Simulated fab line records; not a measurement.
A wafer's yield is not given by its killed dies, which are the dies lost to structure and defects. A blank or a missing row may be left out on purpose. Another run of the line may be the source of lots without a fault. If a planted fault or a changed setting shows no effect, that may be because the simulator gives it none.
Split-lot trial + flow n5Finfet + 7 lots, 21 wafers read, on a route of 1938 steps

ON THE SPLIT
At N5_BEOL_M6_PECVD_70 (deposits SiO2 from TEOS/O2, target thk 20 nm, time 22.7 s), the setting tempC was moved away from the recipe's 400 C on 4 of the 21 wafers read, by -3.9% to +3.4%. For the rest of the wafers, this setting stayed at what the recipe calls for.

Reading taken at the split's own step.

THE READING
SiO2_of_BEOL_M6_PECVD_70.thkNm (the simulator's own value, which no gauge read), in nm, at N5_BEOL_M6_PECVD_70 (deposits SiO2 from TEOS/O2, target thk 20 nm, time 22.7 s). The file does not state a usual value for it. The 17 wafers here that ran the recipe average 19.8 nm, standard deviation 0.42 nm.

| wafer  | tool, chamber at the split | tempC as run, C | against the recipe | SiO2_of_BEOL_M6_PECVD_70.thkNm, nm | against lot-mates on the recipe |
|--------|----------------------------|-----------------|--------------------|------------------------------------|---------------------------------|
| L075.3 | pecvd-02, 1                | 400             | recipe             | 19.8                               | -                               |
| L075.4 | pecvd-02, 1,0              | 400             | recipe             | 20.2                               | -                               |
| L075.5 | pecvd-02, 1,0              | 400             | recipe             | 20.2                               | -                               |
| L076.2 | pecvd-01, 0                | 400             | recipe             | 20                                 | -                               |
| L076.3 | pecvd-01, 2                | 400             | recipe             | 18.8                               | -                               |
| L076.6 | pecvd-01, 2                | 400             | recipe             | 19.2                               | -                               |
| L085.2 | pecvd-04, 0                | 400             | recipe             | 19.4                               | -                               |
| L085.3 | pecvd-04, 1                | 387.3           | -3.2%              | 21.4                               | +1.9                            |
| L085.5 | pecvd-04, 0                | 400             | recipe             | 19.6                               | -                               |
| L086.3 | pecvd-01, 0                | 400             | recipe             | 20                                 | -                               |
| L086.4 | pecvd-01, 1                | 400             | recipe             | 20.4                               | -                               |
| L086.6 | pecvd-01, 0                | 400             | recipe             | 20.2                               | -                               |
| L087.1 | pecvd-04, 0                | 400             | recipe             | 19.8                               | -                               |
| L087.2 | pecvd-04, 2                | 400             | recipe             | 19.4                               | -                               |
| L087.4 | pecvd-04, 0                | 413.6           | +3.4%              | 18                                 | -1.6                            |
| L090.2 | pecvd-02, 1                | 384.3           | -3.9%              | 21.6                               | +1.4                            |
| L090.4 | pecvd-02, 2                | 384.3           | -3.9%              | 22.2                               | +2.0                            |
| L090.5 | pecvd-02, 1                | 400             | recipe             | 20.2                               | -                               |
| L096.1 | pecvd-04, 0                | 400             | recipe             | 19.8                               | -                               |
| L096.2 | pecvd-04, 2                | 400             | recipe             | 19.4                               | -                               |
| L096.3 | pecvd-04, 1                | 400             | recipe             | 20                                 | -                               |
If several chambers appear in one row, that row covers several wafers at once and the file leaves open which wafer was in which chamber.

FIT RESULTS
A straight line over all 21 wafers: SiO2_of_BEOL_M6_PECVD_70.thkNm changes by -0.529 nm for each +1% of tempC; r = -0.90; the points scatter about the line by 0.41 nm.
The same after taking each lot's own level away (the mean of its wafers on the recipe; 21 wafers): -0.472 nm for each +1%; r = -0.93; scatter 0.29 nm.
That fit puts the effect of the largest move of tempC on the reading at 1.9 nm.
From 19.33 to 20.20 nm: that is the span of the lots' own levels, equal to 2.1 times the standard deviation above.
In other words, the slope is changed by the lot-to-lot level; the two fits disagree.
Check: with one of the wafers moved furthest among these (-3.9%) left out of the fit, the line predicts +2.06 nm for it against its lot-mates. Against them it came out at +1.4 nm.

FURTHER SPLITS ON THESE WAFERS
Other splits were also applied to these wafers ahead of the reading. Each is held against what the fit with the lots' levels taken away leaves over:
| other split on the same wafers    | wafers away from the commonest value | r with SiO2_of_BEOL_M6_PECVD_70.thkNm (lot level and that fit taken away) |
|-----------------------------------|--------------------------------------|---------------------------------------------------------------------------|
| N5_BEOL_M1_DESCUM_33 timeS        | 5                                    | +0.26                                                                     |
| N5_BEOL_M1_TRENCH_ETCH_37 timeS   | 7                                    | +0.19                                                                     |
| N5_BEOL_M2_ETCH_70 biasW          | 5                                    | +0.16                                                                     |
| N5_BEOL_M3_DESCUM_33 timeS        | 7                                    | +0.07                                                                     |
| N5_BEOL_M3_TRENCH_ETCH_37 sourceW | 11                                   | -0.02                                                                     |
| N5_BEOL_M5_DESCUM_16 timeS        | 6                                    | -0.12                                                                     |

THE FILE'S OWN FIT
SiO2_of_BEOL_M6_PECVD_70.thkNm changes by -0.49 nm for each +1% of tempC, r = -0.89.
